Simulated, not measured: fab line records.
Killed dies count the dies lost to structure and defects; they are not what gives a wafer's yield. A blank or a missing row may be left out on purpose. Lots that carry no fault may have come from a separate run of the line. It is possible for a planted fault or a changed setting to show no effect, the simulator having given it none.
Split-lot study + flow n5Finfet + on a route of 1938 steps: 7 lots, 21 wafers read

== THE SPLIT ==
At N5_BEOL_M15_PEB_26 (peb time 90 s), the setting pebTimeS was moved away from the recipe's 90 s on 4 of the 21 wafers read, by -22.5% to +6.7%. All remaining wafers had this setting at the recipe value.

== FROM THE SPLIT TO THE READING: what the file shows between them, 2 steps ==
- N5_BEOL_M15_DEVELOP_27: develop time 45 s
- N5_BEOL_M15_HARDBAKE_32: time 120 s

== THE READING ==
cdNm, in nm, at N5_BEOL_M15_CD_MEAS_28 (target cd 407.6 nm). Typical for fault-free wafers on this fab line: 408.0 nm, with standard deviation 1.7 nm.

| wafer  | tool, chamber at the split | pebTimeS as run, s | against the recipe | cdNm, nm | against lot-mates on the recipe |
|--------|----------------------------|--------------------|--------------------|----------|---------------------------------|
| L075.1 | lithoTrack-03, 0           | 90                 | recipe             | 407.9    | -                               |
| L075.2 | lithoTrack-03, 0           | 69.88              | -22.4%             | 397.4    | -10.0                           |
| L075.6 | lithoTrack-03, 0           | 90                 | recipe             | 406.9    | -                               |
| L076.2 | lithoTrack-02, 0           | 90                 | recipe             | 406.1    | -                               |
| L076.4 | lithoTrack-02, 0           | 90                 | recipe             | 409.7    | -                               |
| L076.5 | lithoTrack-02, 0           | 90                 | recipe             | 406.5    | -                               |
| L079.1 | lithoTrack-02, 0           | 90                 | recipe             | 409.0    | -                               |
| L079.3 | lithoTrack-02, 0           | 90                 | recipe             | 408.8    | -                               |
| L079.6 | lithoTrack-02, 0           | 90                 | recipe             | 408.6    | -                               |
| L081.2 | lithoTrack-02, 0           | 90                 | recipe             | 407.3    | -                               |
| L081.3 | lithoTrack-02, 0           | 90                 | recipe             | 408.0    | -                               |
| L081.5 | lithoTrack-02, 0           | 90                 | recipe             | 407.8    | -                               |
| L089.1 | lithoTrack-03, 0           | 90                 | recipe             | 406.4    | -                               |
| L089.4 | lithoTrack-03, 0           | 90                 | recipe             | 408.4    | -                               |
| L089.6 | lithoTrack-03, 0           | 90                 | recipe             | 407.4    | -                               |
| L093.1 | lithoTrack-04, 0           | 69.79              | -22.5%             | 394.2    | -9.6                            |
| L093.3 | lithoTrack-04, 0           | 90                 | recipe             | 403.8    | -                               |
| L093.4 | lithoTrack-04, 0           | 69.79              | -22.5%             | 392.9    | -10.9                           |
| L088.3 | lithoTrack-03, 0           | 90                 | recipe             | 408.5    | -                               |
| L088.5 | lithoTrack-03, 0           | 95.99              | +6.7%              | 411.5    | +2.8                            |
| L088.6 | lithoTrack-03, 0           | 90                 | recipe             | 408.9    | -                               |

THE FIT
A straight line over all 21 wafers: cdNm changes by +0.572 nm for each +1% of pebTimeS; r = +0.96; the points scatter about the line by 1.5 nm.
The same after taking each lot's own level away (the mean of its wafers on the recipe; 21 wafers): +0.452 nm for each +1%; r = +0.98; scatter 0.78 nm.
That fit puts the effect of the largest move of pebTimeS on the reading at 10 nm.
Measured against the standard deviation above, the lots' own levels, which go from 403.80 to 408.80 nm, span 2.9 times it.
So the lot-to-lot level changes the slope: the two fits differ.
Check: with one of the wafers moved furthest among these (-22.5%) left out of the fit, the line predicts -10.4 nm for it against its lot-mates. Against them it came out at -9.6 nm.

== OTHER SPLITS ON THESE WAFERS ==
These wafers also went through other splits before the reading. Each is held against what the fit with the lots' levels taken away leaves over:
| other split on the same wafers   | wafers away from the commonest value | r with cdNm (lot level and that fit taken away) |
|----------------------------------|--------------------------------------|-------------------------------------------------|
| N5_BEOL_M13_TRENCH_ETCH_34 timeS | 8                                    | +0.08                                           |
| N5_BEOL_M14_SPUTTER_43 powerW    | 3                                    | +0.31                                           |

== THE WHOLE CHAIN: every reading that the file lists as answering this split, in the file's order ==
| step                       | what it does                                                  | reading                                                        | change (the file's fit)               | r (the file's) |
|----------------------------|---------------------------------------------------------------|----------------------------------------------------------------|---------------------------------------|----------------|
| N5_BEOL_M15_CD_MEAS_28     | target cd 407.6 nm                                            | cdNm                                                           | +0.449 nm for each +1% of the setting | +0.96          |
| N5_BEOL_M15_DESCUM_33      | chemistry O2, time 7.9 s                                      | BEOL_M15.cdNm (the simulator's own value, which no gauge read) | +0.456 nm for each +1% of the setting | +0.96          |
| N5_BEOL_M15_TRENCH_ETCH_34 | etches SiO2 in C4F8/O2/Ar, target depth 872.93 nm, time 199 s | BEOL_M15.cdNm (the simulator's own value, which no gauge read) | +0.452 nm for each +1% of the setting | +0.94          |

== THE FILE'S OWN FIT ==
cdNm changes by +0.449 nm for each +1% of pebTimeS, r = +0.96.
